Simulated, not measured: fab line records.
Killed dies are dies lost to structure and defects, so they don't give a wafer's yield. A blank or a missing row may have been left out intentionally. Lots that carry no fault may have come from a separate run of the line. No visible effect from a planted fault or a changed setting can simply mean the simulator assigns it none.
A lot that was struck, set against a sound lot -- flow nandHarc -- 40 out of 1302 route steps
Sound: the wafers L602.1, L602.2, L602.4. Struck: wafer L604.2 (left out: L604.1, L604.6 of the same lot, which were not struck); the cause appears at the end.
At each step with rows: each side's tool, then ch and its chambers, then its first start. Under that, the readings that differ: sound wafers -- struck wafers -- difference of the means -- sigmas: that difference in standard deviations of wafers without a fault.
alike: a reading whose means differ by less than 2 such deviations, as well as words and numbers matching on both sides. not compared: withheld readings; readings where some wafer has no value; bounds like >300 that might hide an equal value; numbers whose values overlap and for which the record gives no deviation.
A row with sigmas, a row that says differs or no value, or rows on one side alone: a step with any of these is where the two part. Numbers that don't overlap but have no deviation are shown without sigmas and don't part them. Lack of a reading on every wafer of one side parts them only where that side has two or more wafers.

NHARC_A_M0_OVL_MEAS_10: pitch 160 nm.
  sound on overlay-02 at day 25 12:47; struck on overlay-02 at day 25 23:27
  alike: overlayXNm, overlayYNm
NHARC_A_M0_INSPECT_11:
  sound on defectInspect-02 at day 25 12:49; struck on defectInspect-02 at day 25 23:29
reading,sound,struck,difference,sigmas
rawDefectCount,155 166 166,72,-90,-2
then, 3 steps without rows for these wafers: NHARC_A_M0_DESCUM_14 (chemistry O2, time 3 s); NHARC_A_M0_ETCH_34 (etches the open film in N2/H2, target depth 40 nm, overetch 12 nm, time 43.94 s); NHARC_A_M0_ETCH_15 (etches the open film in C4F8/Ar, target depth 150 nm, overetch 15 nm, time 82.5 s).
NHARC_A_M0_CD_MEAS_16:
  sound on cdSem-02 at day 25 13:11; struck on cdSem-03 at day 25 23:51
  alike: cdNm
then, 6 steps without rows for these wafers: NHARC_A_M0_STRIP_18 (strips in N2/H2); NHARC_A_M0_STRIP_19 (strips in post etch residue remover, time 600 s); NHARC_A_M0_DEGAS_28 (time 60 s); NHARC_A_M0_PRE_CLEAN_29 (time 30 s); NHARC_A_M0_PVD_20 (deposits TaN, target thk 5 nm, time 8.06 s); NHARC_A_M0_PVD_21 (deposits Cu, target thk 30 nm, time 20.49 s).
NHARC_A_M0_ECD_22: material Cu, target thk 400 nm.
  sound on ecdCu-02 ch 0,1, day 25 14:13; struck on ecdCu-01 ch 0,1, day 26 00:59
then, 2 steps without rows for these wafers: NHARC_A_M0_ANNEAL_30 (time 90 s); NHARC_A_M0_CMP_23 (polishes, t overpolish 20 s, target thk 113.75 nm).
NHARC_A_M0_THK_MEAS_24: measures by xrf.
  sound on filmMetro-02 at day 25 15:19; struck on filmMetro-02 at day 26 02:01
  alike: thkNm
then, 2 steps without rows for these wafers: NHARC_A_M0_SRD_25; NHARC_A_M0_PRE_CLEAN_31 (time 12 s).
NHARC_A_M0_DEP_32: deposits SiCN, target thk 30 nm.
  sound on pecvd-04 ch 0,1,2, day 25 15:40; struck on pecvd-03 ch 2, day 26 02:19
  alike: heaterPowerW
then, 10 steps without rows for these wafers: NHARC_A_M1_DEP_00 (deposits SiOC, target thk 182.5 nm); NHARC_A_M1_DEHYDRATE_01 (time 120 s); NHARC_A_M1_HMDS_02 (time 30 s); NHARC_A_M1_COAT_34 (time 65 s); NHARC_A_M1_COAT_03 (resist thk 90 nm); NHARC_A_M1_SOFTBAKE_04 (time 55 s); NHARC_A_M1_EBR_05; NHARC_A_M1_EXPOSE_06 (exposes mask A M1, target cd 120 nm); NHARC_A_M1_PEB_07 (peb time 65 s); NHARC_A_M1_DEVELOP_08 (develop time 35 s).
NHARC_A_M1_CD_MEAS_09: target cd 120 nm.
  sound on cdSem-01 ch 0, day 25 16:56; struck on cdSem-02 ch 0, day 26 03:26
  alike: cdNm
NHARC_A_M1_OVL_MEAS_10: pitch 240 nm.
  sound on overlay-02 at day 25 17:02; struck on overlay-01 at day 26 03:31
  alike: overlayXNm, overlayYNm
NHARC_A_M1_DESCUM_14: chemistry O2, time 3 s.
  sound on rieDiel-09 ch 0,1,2, day 25 17:08; struck on rieDiel-08 ch 2, day 26 03:38
reading,sound,struck,difference,sigmas
rfHoursCounterH (h),6.0 6.4 6.7,1.0,-5.4,
  alike: drypumpMotorCurrentA, oesProductAu, rfVppV, showerheadPlenumPTorr, throttleValvePct
NHARC_A_M1_ETCH_35: etches the open film in N2/H2, target depth 40 nm, overetch 12 nm, time 43.94 s.
  sound on rieDiel-09 ch 0,1,2, day 25 17:13; struck on rieDiel-08 ch 1, day 26 03:42
reading,sound,struck,difference,sigmas
rfHoursCounterH (h),6.0 6.7 6.4,0.9,-5.5,
rfVppV (V),427.8 435.3 429.7,425.5,-5.4,-2
  alike: drypumpMotorCurrentA, oesProductAu, showerheadPlenumPTorr, throttleValvePct
NHARC_A_M1_ETCH_15: etches the open film in C4F8/Ar, target depth 182.5 nm, time 91.2 s.
  sound: rieDiel-09 ch 0,1,2; struck: rieDiel-08 ch 0
reading,sound,struck,difference,sigmas
oesProductAu (a.u.),0.986 0.959 0.975,0.916,-0.057,-3
rfHoursCounterH (h),6.0 6.4 6.7,1.0,-5.4,
  alike: rfVppV
NHARC_A_M1_CD_MEAS_16:
  sound on cdSem-03 at day 25 17:26; struck on cdSem-03 at day 26 03:55
  alike: cdNm
then, 1 step without rows for these wafers: NHARC_A_M1_STRIP_18 (strips in N2/H2).
NHARC_A_M1_ETCH_28: etches the open film in CF4/N2, target depth 30 nm, time 72.99 s.
  sound: rieDiel-09 ch 1,2,3; struck: rieDiel-06 ch 0
reading,sound,struck,difference,sigmas
rfHoursCounterH (h),6.8 6.5 6.6,5.2,-1.4,
  alike: drypumpMotorCurrentA, oesProductAu, rfVppV, showerheadPlenumPTorr, throttleValvePct
then, 2 steps without rows for these wafers: NHARC_A_M1_STRIP_19 (strips in post etch residue remover, time 600 s); NHARC_A_M1_DEGAS_29 (time 60 s).
NHARC_END_SORT_01:
  sound on prober-01 ch 0, day 27 03:11; struck on prober-02 ch 0, day 27 15:07
reading,sound,struck,difference,sigmas
defectLimitedYield (%),86.1 89.4 85.4,64.8,-22.2,-9
killedAtArray,88 72 97,235,+149,+9
killedDies,94 72 99,238,+150,+8
sort_bin_2_pct (%),6.2 5.3 5.0,11.5,+6.0,+5
sort_bin_3_pct (%),0.9 0.4 0.9,2.7,+2.0,+5
sort_bin_4_pct (%),6.8 4.9 8.7,21.0,+14.2,+10
sortNPass,583 605 578,439,-150,-8
sortRimYieldPct (%),83 82 79,55,-26,-5
sortYieldPct (%),86.1 89.4 85.4,64.8,-22.2,-9
  alike: killedAtOther, killedAtPeriphery, killedOpen, killedShort

## WHERE THEY PART
First at NHARC_A_M0_INSPECT_11; last, within this record, at NHARC_END_SORT_01.

WHY: what had been put in by the simulator
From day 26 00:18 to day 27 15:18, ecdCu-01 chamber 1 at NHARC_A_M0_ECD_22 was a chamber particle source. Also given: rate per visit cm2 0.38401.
